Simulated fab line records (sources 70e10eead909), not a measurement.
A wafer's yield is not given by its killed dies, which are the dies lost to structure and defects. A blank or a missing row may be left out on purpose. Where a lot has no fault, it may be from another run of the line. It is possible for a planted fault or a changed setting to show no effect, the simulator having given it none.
What tool caused it?    flow nand-harc    Sampling: 12 lots, 35 wafers, 6 of 1302 route steps

WHAT THE GAUGES READ, wafer by wafer
NHARC_A_ONON_D1_THK_MEAS_27: measures by ellipsometry.
lot   measured      on             thk-nm (nm)
L412  day 8 13:11   film-metro-02  996 994 995
L414  day 9 06:42   film-metro-01  999 1000 998
L413  day 9 06:55   film-metro-01  999 1001 1001
L417  day 10 09:05  film-metro-01  1008 1008 1007
L420  day 11 14:20  film-metro-01  993 993 995
L423  day 12 16:55  film-metro-01  473 1002 472 1001
L424  day 13 07:59  film-metro-02  483 1009 1011 482 1008 1009
L425  day 13 12:57  film-metro-02  989 988 985
L427  day 14 12:03  film-metro-02  1016 1015 1014
L428  day 14 22:18  film-metro-02  998 999 999
L431  day 16 07:58  film-metro-01  1003 1003 1000
L433  day 17 05:19  film-metro-02  1006 1008 1008

NHARC_END_SORT_01.
lot   measured      on         killed-at-array  killed-at-other  killed-at-periphery  killed-dies  killed-open  killed-short
L412  day 25 18:04  prober-02  48 57 43         7 2 3            13 7 5               68 66 51     5 4 1        1 2 1
L420  day 28 09:01  prober-02  33 28 32         3 3 1            0 1 2                36 32 35     2 4 3        4 2 3
L423  day 29 17:22  prober-01  673 79           0 1              4 11                 677 91       1 3          2 4
L424  day 29 17:19  prober-02  672 69 72        1 1 1            4 3 7                677 73 80    5 4 6        3 4 4
L425  day 31 04:09  prober-01  64 62 74         1 0 1            3 6 3                68 68 78     5 2 4        4 0 4
L427  day 31 02:40  prober-02  52 80 77         0 0 2            4 3 0                56 83 79     4 6 5        2 5 2
L428  day 31 19:05  prober-01  39 42 58         0 0 0            2 5 5                41 47 63     3 5 3        2 0 1
L431  day 32 23:26  prober-02  94 76 65         2 0 0            1 1 3                97 77 68     3 0 3        3 3 3

WHICH TOOL RAN EACH LOT (tool, then ch and the chambers of the sampled wafers, then the start)
lot   NHARC_P_BONDPAD_ACTIVATE_29         NHARC_A_ZERO_WELL_ETCH_13         NHARC_A_ONON_D1_DEP_25            NHARC_A_CHANNEL_HOLE_D1_DEP_01
L412  rie-diel-12 ch 1,3, day 7 00:50     rie-si-01 ch 1,3, day 7 02:19     pecvd-onon-04 ch 0, day 8 12:44   pecvd-02 ch 0,1, day 8 17:12
L414  rie-diel-12 ch 0,1,2, day 7 16:32   rie-si-01 ch 0,1,2, day 7 18:11   pecvd-onon-03 ch 0, day 9 06:15   pecvd-01 ch 0,2, day 9 09:50
L413  rie-diel-10 ch 0,2, day 7 17:08     rie-si-06 ch 0,1, day 7 18:47     pecvd-onon-04 ch 0, day 9 06:32   pecvd-01 ch 0,2, day 9 11:19
L417  rie-diel-05 ch 0,1,2, day 8 18:43   rie-si-01 ch 0,1,2, day 8 20:18   pecvd-onon-03 ch 0, day 10 08:35  pecvd-03 ch 0,1,2, day 10 13:39
L420  rie-diel-05 ch 0,2,3, day 10 02:15  rie-si-01 ch 1,2, day 10 03:50    pecvd-onon-02 ch 0, day 11 13:49  pecvd-03 ch 1,2, day 11 19:05
L423  rie-diel-05 ch 1,2, day 11 04:10    rie-si-05 ch 0,3, day 11 05:49    pecvd-onon-02 ch 0, day 12 16:31  pecvd-02 ch 2, day 13 04:29
L424  rie-diel-10 ch 1,2,3, day 11 17:47  rie-si-06 ch 0,1,3, day 11 19:23  pecvd-onon-02 ch 0, day 13 07:35  pecvd-02 ch 1,2, day 13 20:14
L425  rie-diel-12 ch 2, day 12 01:48      rie-si-05 ch 0,1,2, day 12 03:36  pecvd-onon-04 ch 0, day 13 12:34  pecvd-01 ch 1,2, day 13 20:06
L427  rie-diel-05 ch 0,1,3, day 12 20:52  rie-si-05 ch 0,1,2, day 12 22:28  pecvd-onon-03 ch 0, day 14 11:32  pecvd-02 ch 0,1,2, day 14 18:49
L428  rie-diel-10 ch 0,1,2, day 13 10:26  rie-si-06 ch 0,1,2, day 13 11:56  pecvd-onon-04 ch 0, day 14 21:51  pecvd-03 ch 0,2, day 15 03:33
L431  rie-diel-10 ch 1,2, day 14 20:52    rie-si-01 ch 0,1, day 14 22:33    pecvd-onon-04 ch 0, day 16 07:38  pecvd-01 ch 0,1,2, day 16 11:11
L433  rie-diel-10 ch 0,2,3, day 15 15:10  rie-si-01 ch 0,1,2, day 15 16:39  pecvd-onon-02 ch 0, day 17 04:53  pecvd-02 ch 0,1, day 17 08:25
- NHARC_P_BONDPAD_ACTIVATE_29: chemistry N2, time 60 s.
- NHARC_A_ZERO_WELL_ETCH_13: etches the open film in HBr/Cl2, target depth 120 nm, time 40.1 s.
- NHARC_A_ONON_D1_DEP_25: target thk 1000 nm.
- NHARC_A_CHANNEL_HOLE_D1_DEP_01: deposits SiON, target thk 140 nm.

WHAT THE TOOLS THEMSELVES READ (means of the sampled wafers that have a number; where no wafer has one, the mark that the record gives instead)
NHARC_P_BONDPAD_ACTIVATE_29.
lot   tool         drypump-motor-current-A (A)  oes-product-au (a.u.)  rf-vpp-V (V)  showerhead-plenum-p-Torr (Torr)
L412  rie-diel-12  5.3                          1.002                  64.3          1.79
L414  rie-diel-12  5.2                          1.005                  64.8          1.77
L413  rie-diel-10  5.4                          1.002                  63.7          1.75
L417  rie-diel-05  5.3                          1.002                  64.6          1.79
L420  rie-diel-05  5.6                          1.000                  64.0          1.78
L423  rie-diel-05  5.3                          0.998                  64.9          1.85
L424  rie-diel-10  5.6                          1.001                  64.4          1.78
L425  rie-diel-12  5.7                          1.004                  64.9          1.80
L427  rie-diel-05  5.7                          0.993                  64.2          1.77
L428  rie-diel-10  5.4                          0.996                  63.8          1.76
L431  rie-diel-10  5.5                          0.997                  63.7          1.77
L433  rie-diel-10  5.6                          0.997                  64.3          1.77

NHARC_A_ZERO_WELL_ETCH_13.
lot   tool       drypump-motor-current-A (A)  oes-product-au (a.u.)  throttle-valve-pct (%)
L412  rie-si-01  5.3                          0.989                  26.420
L414  rie-si-01  6.0                          1.002                  26.409
L413  rie-si-06  5.5                          0.997                  26.414
L417  rie-si-01  6.0                          1.003                  26.408
L420  rie-si-01  6.3                          1.009                  26.399
L423  rie-si-05  5.3                          1.007                  26.401
L424  rie-si-06  5.8                          0.994                  26.406
L425  rie-si-05  6.0                          1.012                  26.409
L427  rie-si-05  6.0                          1.004                  26.407
L428  rie-si-06  6.0                          0.987                  26.410
L431  rie-si-01  6.0                          0.994                  26.406
L433  rie-si-01  6.0                          0.996                  26.403

NHARC_A_ONON_D1_DEP_25.
lot   tool           n2o-flow-sccm (sccm)
L412  pecvd-onon-04  2003
L414  pecvd-onon-03  1991
L413  pecvd-onon-04  2008
L417  pecvd-onon-03  1992
L420  pecvd-onon-02  1990
L423  pecvd-onon-02  1998
L424  pecvd-onon-02  2007
L425  pecvd-onon-04  1999
L427  pecvd-onon-03  1989
L428  pecvd-onon-04  2008
L431  pecvd-onon-04  1996
L433  pecvd-onon-02  1995

NHARC_A_CHANNEL_HOLE_D1_DEP_01.
lot   tool      heater-power-outer-w (W)  heater-power-w (W)
L412  pecvd-02  478                       745
L414  pecvd-01  488                       815
L413  pecvd-01  462                       778
L417  pecvd-03  496                       791
L420  pecvd-03  472                       766
L423  pecvd-02  445                       729
L424  pecvd-02  472                       760
L425  pecvd-01  475                       773
L427  pecvd-02  444                       712
L428  pecvd-03  483                       775
L431  pecvd-01  496                       823
L433  pecvd-02  479                       753

THE ANSWER, worked out from the rows above alone
Rule: what is usual is taken from the lots themselves. Put in order of their means at a reading, lots are off if they are a third of the lots or fewer, leave a main group of 4 or more, and stand apart from it by a gap of 3 or more times the standard deviation of the main group's means; of several such gaps the widest counts. If all means in a main group match to the digits the tables above print for the reading, that group is not used. Also off: a lot with no number at a reading for which 4 or more lots have one. All remaining lots with rows at the step are treated as sound. The gauges are gone through in route order, then the tools' own readings, and for those a lot's mean is taken as printed above. The first step at which some lot is off is used, and at that step the reading that is off furthest; a lot without a number counts as furthest.
Off at NHARC_A_ONON_D1_THK_MEAS_27 (thk-nm): L423, L424. Mean 1001 nm and standard deviation 7.5 in the main group.
If a tool, at a process step before that reading, ran all the lots that are off and no sound lot after the first of them, it fits. The gauges at NHARC_A_ONON_D1_THK_MEAS_27 aren't tried: what is off there is off at NHARC_END_SORT_01 too, on other tools, and a gauge's error can't cause that. No candidate that was tried fits.

WHAT THE SIMULATOR HAD PUT IN
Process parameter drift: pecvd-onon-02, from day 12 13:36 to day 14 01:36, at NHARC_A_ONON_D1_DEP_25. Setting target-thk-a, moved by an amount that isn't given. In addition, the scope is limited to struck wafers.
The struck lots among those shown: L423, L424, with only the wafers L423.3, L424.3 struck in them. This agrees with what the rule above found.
